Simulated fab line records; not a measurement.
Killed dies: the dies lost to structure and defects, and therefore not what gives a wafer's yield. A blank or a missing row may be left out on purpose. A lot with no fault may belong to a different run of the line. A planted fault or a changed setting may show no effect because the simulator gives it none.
Matching of chambers    flow n5-finfet    N5_BEOL_M14_DESCUM_15 on rie-diel-06 has 4 sister chambers
The step chemistry O2, time 7.9 s. 14 wafers are shown with their chamber, then 7 later ones without.

## WAFERS PAIRED WITH THEIR CHAMBERS
wafer   chamber  showerhead-plenum-p-Torr (Torr)  drypump-motor-current-A (A)  throttle-valve-pct (%)
L076.2  0        2.12                             5.3                          20.35
L076.3  2        2.15                             5.3                          20.40
L076.6  2        2.15                             5.3                          20.40
L081.1  2        2.15                             5.4                          20.43
L081.4  0        2.11                             5.2                          20.36
L081.6  0        2.11                             5.3                          20.36
L082.1  2        2.15                             5.4                          20.42
L082.3  1        2.19                             5.9                          20.30
L082.6  3        2.21                             4.9                          20.60
L083.1  2        2.14                             5.3                          20.45
L083.2  3        2.20                             5.0                          20.61
L083.3  1        2.19                             5.9                          20.30
L089.2  3        2.20                             4.9                          20.63
L089.3  0        2.11                             5.3                          20.40

SIGNATURES (averages over the wafers above)
reading                   chamber 0  chamber 1  chamber 2  chamber 3  scatter within a chamber
showerhead-plenum-p-Torr  2.1125     2.1900     2.1480     2.2033     0.00471
drypump-motor-current-A   5.275      5.900      5.340      4.933      0.0512
throttle-valve-pct        20.3675    20.3000    20.4200    20.6133    0.0193
Rule: for each reading, subtract the chamber's mean from the wafer's reading, divide by that reading's scatter and square the result; add these up over the readings and take the root, which gives the wafer's distance from the chamber. The wafer belongs to the nearest chamber; if the next one is less than 2 further off, it can't be placed. The scatter: the root of (the sum of the squares of (reading less its chamber's mean) over the shown wafers, divided by (wafers less chambers)).

## WAFERS MISSING THEIR CHAMBER
wafer   showerhead-plenum-p-Torr (Torr)  drypump-motor-current-A (A)  throttle-valve-pct (%)
L089.5  2.11                             5.3                          20.38
L090.1  2.19                             5.9                          20.35
L090.3  2.19                             5.9                          20.34
L090.6  2.20                             4.9                          20.66
L097.1  2.19                             4.9                          20.67
L097.3  2.11                             5.3                          20.40
L097.4  2.18                             5.9                          20.34

## THE CHAMBER EACH PASSED THROUGH
wafer   from the rows above  in truth
L089.5  0                    0
L090.1  1                    1
L090.3  1                    1
L090.6  3                    3
L097.1  3                    3
L097.3  0                    0
L097.4  1                    1
7 of 7 placed correctly. Left unplaced by these rows: 0. Placed wrongly: 0.
